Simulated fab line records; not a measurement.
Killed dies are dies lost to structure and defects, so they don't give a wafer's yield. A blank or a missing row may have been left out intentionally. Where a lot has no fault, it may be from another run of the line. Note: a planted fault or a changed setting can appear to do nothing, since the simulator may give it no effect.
What tool caused it? -- flow n5 finfet -- 11 lots, 30 wafers sampled, at 5 steps of a route of 1938

== WHAT EACH GAUGE READ, for each wafer ==
N5_FIN_CUT_OVL_MEAS_09. Usual: FIN_CUT_OVL -0.5 nm, standard deviation 0.74.
lot,measured,on,FIN_CUT_OVL (nm),flag
L953,day 2 02:59,overlay-01,-0.4 -0.2 0.3,
L956,day 2 20:19,overlay-01,-1.6 -1.2 -0.5,
L957,day 3 04:57,overlay-02,1.0 -0.1 0.7,
L958,day 3 09:12,overlay-02,-1.5 -2.4 -1.0,
L959,day 3 14:46,overlay-02,0.4 -1.4 -0.3,
L960,day 3 20:54,overlay-01,-0.7 -1.2 -1.3,
L961,day 4 03:19,overlay-02,-1.3 -1.0 0.0,
L963,day 4 14:56,overlay-02,-0.3 1.0 0.1,
L969,day 6 03:02,overlay-01,-0.9 -0.9,
L973,day 7 03:10,overlay-01,0.8 -0.4,
L976,day 7 22:40,overlay-01,0.3 -0.2,

N5_BEOL_M4_RC_MEAS_101. Usual: DIBL_N 35.8 mV/V, standard deviation 1.6; DIBL_P 35.6 mV/V, standard deviation 2; IOFF_N 0.15 nA/um, standard deviation 0.031; IOFF_P 0.20 nA/um, standard deviation 0.033; ION_N 668 uA/um, standard deviation 12; ION_P 459 uA/um, standard deviation 6.8; SS_N 71.4 mV/dec, standard deviation 0.53; SS_P 73.1 mV/dec, standard deviation 0.63; VT_N 250 mV, standard deviation 3.5; VT_P -251 mV, standard deviation 3.
lot,measured,on,DIBL_N (mV/V),DIBL_P (mV/V),IOFF_N (nA/um),IOFF_P (nA/um),ION_N (uA/um),ION_P (uA/um),SS_N (mV/dec),SS_P (mV/dec),VT_N (mV),VT_P (mV),flag
L953,day 15 11:46,prober-02,35.8 36.6 35.5,36.3 36.9 36.1,0.16 0.18 0.15,0.22 0.24 0.22,674 661 671,464 451 464,71.8 71.5 71.5,72.8 73.5 73.1,251 250 251,-249 -248 -249,
L956,day 14 20:15,prober-02,35.0 37.2 33.3,34.9 37.6 33.1,0.13 0.18 0.12,0.16 0.21 0.15,664 681 653,447 462 454,71.4 71.7 71.0,72.5 73.3 72.2,252 248 254,-256 -254 -256,
L957,day 14 04:38,prober-01,33.3 34.9 34.7,32.8 34.0 33.7,0.11 0.13 0.12,0.16 0.17 0.18,662 662 667,455 452 458,71.1 71.9 71.4,72.4 72.8 73.2,254 253 253,-253 -253 -254,
L958,day 15 17:04,prober-01,35.7 34.6 37.6,34.5 32.7 36.9,0.15 0.13 0.18,0.21 0.18 0.25,672 667 672,464 461 468,71.4 71.2 71.8,72.7 72.6 73.6,247 252 249,-250 -251 -246,
L959,day 16 00:29,prober-02,36.1 38.3 38.4,32.6 34.5 35.5,0.14 0.16 0.17,0.18 0.21 0.22,660 658 670,455 450 461,72.3 72.0 72.3,73.0 73.9 73.8,251 249 246,-251 -250 -249,
L960,day 17 03:42,prober-01,34.6 34.2 33.9,34.7 34.0 34.0,0.12 0.12 0.12,0.17 0.17 0.17,643 657 644,449 455 451,70.8 70.2 70.4,71.9 72.0 72.1,258 255 256,-252 -253 -254,
L961,day 17 06:56,prober-01,36.9 35.9 35.8,37.6 36.5 36.0,0.16 0.14 0.15,0.21 0.19 0.19,680 666 677,470 454 464,71.3 71.4 71.4,73.9 73.9 73.5,251 252 252,-251 -253 -252,
L963,day 14 20:29,prober-01,34.4 33.6 34.4,34.3 33.3 34.1,0.13 0.11 0.13,0.19 0.17 0.18,660 649 650,462 458 454,70.7 70.8 70.7,73.0 72.6 72.7,252 255 252,-249 -253 -253,
L969,day 17 20:59,prober-01,35.6 36.9,34.8 36.1,0.14 0.16,0.19 0.21,659 680,454 462,71.2 71.5,73.4 73.6,251 249,-250 -251,
L973,day 20 04:23,prober-01,37.8 35.0,36.4 33.0,0.16 0.11,0.20 0.16,659 663,456 457,72.2 71.0,74.3 72.4,248 254,-253 -254,
L976,day 20 12:02,prober-01,38.3 38.3,39.7 39.2,0.23 0.22,0.28 0.27,708 685,480 465,71.9 71.4,73.8 74.4,243 244,-245 -244,

== WHAT TOOL EACH LOT RAN ON (gives the tool, then ch and the chambers of the sampled wafers, and finally the start) ==
lot,N5_FIN_CUT_PRECLEAN_35,N5_STI_FIN_REVEAL_ALD_00,N5_STI_FIN_REVEAL_ALD_14
L953,"vapor etch-02 ch 0,1, day 2 03:37","ald sin-01 ch 1,2, day 2 04:03","ald sin-01 ch 1,2, day 2 04:05"
L956,"vapor etch-01 ch 0,1, day 2 20:58","ald sin-03 ch 0,3, day 2 21:32","ald sin-03 ch 0,3, day 2 21:34"
L957,"vapor etch-02 ch 0,1, day 3 05:45","ald sin-03 ch 1,3, day 3 06:09","ald sin-03 ch 1,3, day 3 06:11"
L958,"vapor etch-01 ch 0,1, day 3 09:50","ald sin-01 ch 0,2,3, day 3 10:14","ald sin-01 ch 0,2,3, day 3 10:17"
L959,"vapor etch-01 ch 0,1, day 3 15:25","ald sin-02 ch 2,3, day 3 15:49","ald sin-02 ch 2,3, day 3 15:52"
L960,"vapor etch-01 ch 0,1, day 3 21:32","ald sin-02 ch 0,2, day 3 21:56","ald sin-02 ch 0,2, day 3 21:59"
L961,"vapor etch-01 ch 0,1, day 4 03:58","ald sin-01 ch 0,1,3, day 4 04:22","ald sin-01 ch 0,1,3, day 4 04:25"
L963,"vapor etch-02 ch 0,1, day 4 15:34","ald sin-01 ch 0,2,3, day 4 16:48","ald sin-01 ch 0,2,3, day 4 16:51"
L969,"vapor etch-01 ch 0,1, day 6 03:41","ald sin-03 ch 0,1, day 6 04:27","ald sin-03 ch 0,1, day 6 04:35"
L973,"vapor etch-02 ch 0,1, day 7 05:37","ald sin-02 ch 0,3, day 7 06:04","ald sin-02 ch 0,3, day 7 06:07"
L976,"vapor etch-02 ch 0,1, day 7 23:19","ald sin-03 ch 1,3, day 7 23:47","ald sin-03 ch 1,3, day 7 23:50"
- N5_FIN_CUT_PRECLEAN_35: cleans in vHF, time 13.3 s.
- N5_STI_FIN_REVEAL_ALD_00: deposits SiO2, target thk 1 nm, pulse time 1 s.
- N5_STI_FIN_REVEAL_ALD_14: deposits Si3N4, target thk 3 nm.

== AS READ BY THE TOOLS THEMSELVES (means over the sampled wafers that have a number; for cases with no such wafer, the mark the record gives instead) ==
N5_FIN_CUT_PRECLEAN_35. Usual: drypump motor current A reads 5.1 A (standard deviation 0.36).
lot,tool,drypump motor current A (A),flag
L953,vapor etch-02,5.5,
L956,vapor etch-01,4.9,
L957,vapor etch-02,5.5,
L958,vapor etch-01,4.9,
L959,vapor etch-01,4.8,
L960,vapor etch-01,4.9,
L961,vapor etch-01,4.9,
L963,vapor etch-02,5.5,
L969,vapor etch-01,4.8,
L973,vapor etch-02,5.5,
L976,vapor etch-02,5.5,

N5_STI_FIN_REVEAL_ALD_00. Usual: heater power w 485 W, standard deviation 53; precursor pulse height rel 0.999, standard deviation 0.019.
lot,tool,heater power w (W),precursor pulse height rel,flag
L953,ald sin-01,500,1.011,
L956,ald sin-03,502,0.988,
L957,ald sin-03,518,0.996,
L958,ald sin-01,514,1.007,
L959,ald sin-02,440,1.004,
L960,ald sin-02,439,0.989,
L961,ald sin-01,528,0.995,
L963,ald sin-01,516,0.991,
L969,ald sin-03,518,0.991,
L973,ald sin-02,427,0.968,
L976,ald sin-03,512,1.018,

N5_STI_FIN_REVEAL_ALD_14. Usual: heater power w reads 868 W (standard deviation 95).
lot,tool,heater power w (W),flag
L953,ald sin-01,878,
L956,ald sin-03,897,
L957,ald sin-03,939,
L958,ald sin-01,914,
L959,ald sin-02,809,
L960,ald sin-02,793,
L961,ald sin-01,919,
L963,ald sin-01,920,
L969,ald sin-03,938,
L973,ald sin-02,778,
L976,ald sin-03,916,

== THE ANSWER, worked out from the rows above alone ==
Rule: take the mean of a lot's wafers that have a number; if it is more than 3 standard deviations from the usual mean, the lot is off. A lot without any number at a reading at which 4 lots or more have one is off too. Where the step has rows for the other lots, those lots are counted as sound. First the gauges in route order, then the tools' own readings, where a lot's mean is used as printed above. The first step at which some lot is off is used, and at that step the reading that is off furthest; a lot without a number counts as furthest.
None of the lots is off at any reading shown; this tells nothing.

== WHAT THE SIMULATOR HAD PUT IN ==
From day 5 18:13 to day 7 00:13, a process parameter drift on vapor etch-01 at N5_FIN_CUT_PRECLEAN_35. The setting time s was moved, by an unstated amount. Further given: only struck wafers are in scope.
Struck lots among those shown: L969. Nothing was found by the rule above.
